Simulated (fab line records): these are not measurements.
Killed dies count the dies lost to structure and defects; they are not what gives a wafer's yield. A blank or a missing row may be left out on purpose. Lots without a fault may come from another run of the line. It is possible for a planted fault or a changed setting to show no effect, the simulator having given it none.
8D (eight disciplines) problem report, filled in by code + flow nandHarc + the parts of the form that need people (team, actions taken, sign-off) are left out

## 1. THE ISSUE
Wafers without a fault read 114.1 nm, standard deviation 1.8; thkNm at NHARC_A_M0_THK_MEAS_24 reads a mean of 29.0 nm on 6 wafers belonging to 2 lots. That is -47 standard deviations from the usual mean.
The step: measures by xrf.
Seen first at day 26 01:07 on filmMetro-02, wafer L995.1. The record has a number at this step for 42 wafers belonging to 14 lots. By rule, "out" or "out of limits" means more than 4 standard deviations away from the usual mean. Any other wafer with a number is counted as sound.

## 2. WHAT IT IS; WHAT IT IS NOT
| question                    | is                     | is not                                                                                                              |
|-----------------------------|------------------------|---------------------------------------------------------------------------------------------------------------------|
| which readings at this step | thkNm                  | -                                                                                                                   |
| which lots                  | L993, L995             | L100, L101, L103, L104, L105, L107, L108, L109, L986, L987, L988, L999                                              |
| which wafers of those lots  | all that have a number | -                                                                                                                   |
| read on which gauges        | filmMetro-02           | filmMetro-01                                                                                                        |
| when                        | from day 26 01:07      | up to then (9 sound wafers); but 27 sound wafers of L100, L101, L103, L104, L105, L107, L108, L109, L999 came after |

## 3. WHAT RULES OUT EACH SUSPECT
Counting: a tool stays on the suspect list if, at a process step up to the reading, it processed all lots that are out and no sound lot following the first of them.
- the gauge at NHARC_A_M0_THK_MEAS_24 has been ruled out. All the wafers that are out were read on filmMetro-02, but those of them that NHARC_A_M0_CMP_23 has rows for are out there too, on other tools.
- ecdCu-01 at NHARC_A_M0_ECD_22 (material Cu, target thk 400 nm): ruled out as a lasting fault. Following L995 (day 26 00:05), the first lot on it that is out, the sound lots L100, L103, L104 were run on it.
Left after counting: nothing in the record.

## 4. THE CAUSE (what the simulator had put in)
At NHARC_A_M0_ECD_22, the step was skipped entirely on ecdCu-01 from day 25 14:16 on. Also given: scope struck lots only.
The count ruled it out by mistake, since the rule takes a fault to strike every lot its tool runs from the start of the fault on, and this one did not do so.

## 5. THE CHAIN OF EFFECTS, in route order
Each row: a reading where the mean over the struck wafers with a number is more than 3 standard deviations away from the usual. Scope: only readings with a usual standard deviation given in the record; hours: median across lots of the time from each lot's start at the first step in this table that gives one to its start at this step; sigmas: change in usual standard deviations.
| hours | step                   | reading         | usual    | on struck wafers | change | sigmas |
|-------|------------------------|-----------------|----------|------------------|--------|--------|
| 0     | NHARC_A_M0_CMP_23      | timeToEndpointS | 30 s     | 2                | -28    | -7.0   |
| 0     | NHARC_A_M0_THK_MEAS_24 | thkNm           | 114.1 nm | 29.0             | -85.1  | -47    |
It contains these process steps:
- NHARC_A_M0_CMP_23: polishes, t overpolish 20 s, target thk 113.75 nm.
Readings that are blank on the struck wafers while sound wafers have them: bathHeatDutyPct at NHARC_A_M0_ECD_22; bathTempC at NHARC_A_M0_ECD_22.

## 6. HOW IT WOULD HAVE BEEN CAUGHT EARLIER
Counted from the fault's start at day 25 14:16, it took 11 hours until the first out-of-limits reading at a measuring or inspecting step in this record, taken at day 26 01:07.
At NHARC_A_M0_ECD_22 the tool's readings are blank on the struck wafers, where sound wafers have them: an empty tool record is the first sign, and it was there at once.
